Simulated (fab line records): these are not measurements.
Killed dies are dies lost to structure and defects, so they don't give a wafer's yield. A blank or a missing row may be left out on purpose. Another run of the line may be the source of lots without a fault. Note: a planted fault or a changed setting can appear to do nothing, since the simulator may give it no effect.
Matching of chambers + flow n5 finfet + rie diel-06 running N5_BEOL_M9_ETCH_66: 4 sister chambers
The step etches SOC in N2/H2, target depth 80 nm, overetch 16 nm, time 120 s. 16 wafers are shown with their chamber, then 8 later ones without.

WAFERS, EACH WITH ITS CHAMBER
| wafer  | chamber | drypump motor current A (A) | showerhead plenum p Torr (Torr) | throttle valve pct (%) |
|--------|---------|-----------------------------|---------------------------------|------------------------|
| L074.3 | 3       | 5.87                        | 2.46                            | 17.3                   |
| L074.4 | 0       | 6.10                        | 2.50                            | 17.8                   |
| L074.6 | 1       | 5.40                        | 2.64                            | 18.0                   |
| L075.1 | 2       | 5.82                        | 2.54                            | 18.1                   |
| L075.3 | 3       | 5.85                        | 2.46                            | 17.3                   |
| L075.5 | 0       | 6.11                        | 2.50                            | 17.9                   |
| L076.3 | 1       | 5.42                        | 2.64                            | 18.0                   |
| L076.5 | 0       | 6.12                        | 2.50                            | 17.9                   |
| L076.6 | 3       | 5.87                        | 2.46                            | 17.3                   |
| L079.2 | 3       | 5.87                        | 2.45                            | 17.3                   |
| L079.3 | 3       | 5.86                        | 2.45                            | 17.3                   |
| L079.6 | 3       | 5.85                        | 2.45                            | 17.3                   |
| L085.2 | 2       | 5.81                        | 2.54                            | 18.2                   |
| L085.3 | 3       | 5.85                        | 2.45                            | 17.3                   |
| L085.4 | 0       | 6.11                        | 2.49                            | 17.9                   |
| L090.2 | 2       | 5.86                        | 2.53                            | 18.2                   |

SIGNATURES (averages over the wafers above)
| reading                  | chamber 0 | chamber 1 | chamber 2 | chamber 3 | scatter within a chamber |
|--------------------------|-----------|-----------|-----------|-----------|--------------------------|
| drypump motor current A  | 6.1100    | 5.4100    | 5.8300    | 5.8600    | 0.0141                   |
| showerhead plenum p Torr | 2.4975    | 2.6400    | 2.5367    | 2.4543    | 0.00511                  |
| throttle valve pct       | 17.875    | 18.000    | 18.167    | 17.300    | 0.0344                   |
Rule: for each reading, subtract the chamber's mean from the wafer's reading, divide by that reading's scatter and square the result; add these up over the readings and take the root, which gives the wafer's distance from the chamber. The wafer belongs to the nearest chamber; if the next one is less than 2 further off, it can't be placed. How the scatter is found: for the shown wafers, subtract from each reading the mean of its chamber, square and add these, divide the total by (wafers less chambers), then take the root.

WAFERS MISSING THEIR CHAMBER
| wafer  | drypump motor current A (A) | showerhead plenum p Torr (Torr) | throttle valve pct (%) |
|--------|-----------------------------|---------------------------------|------------------------|
| L090.4 | 6.09                        | 2.49                            | 17.9                   |
| L090.6 | 5.83                        | 2.53                            | 18.2                   |
| L093.2 | 5.41                        | 2.63                            | 18.0                   |
| L093.4 | 6.10                        | 2.49                            | 17.9                   |
| L093.5 | 5.84                        | 2.45                            | 17.3                   |
| L096.2 | 6.09                        | 2.49                            | 17.9                   |
| L096.4 | 5.86                        | 2.53                            | 18.2                   |
| L096.6 | 5.82                        | 2.53                            | 18.2                   |

WHICH CHAMBER EACH WENT THROUGH
| wafer  | from the rows above | in truth |
|--------|---------------------|----------|
| L090.4 | 0                   | 0        |
| L090.6 | 2                   | 2        |
| L093.2 | 1                   | 1        |
| L093.4 | 0                   | 0        |
| L093.5 | 3                   | 3        |
| L096.2 | 0                   | 0        |
| L096.4 | 2                   | 2        |
| L096.6 | 2                   | 2        |
Correct placement for 8 of the 8. Left unplaced by these rows: 0. Number placed wrongly: 0.
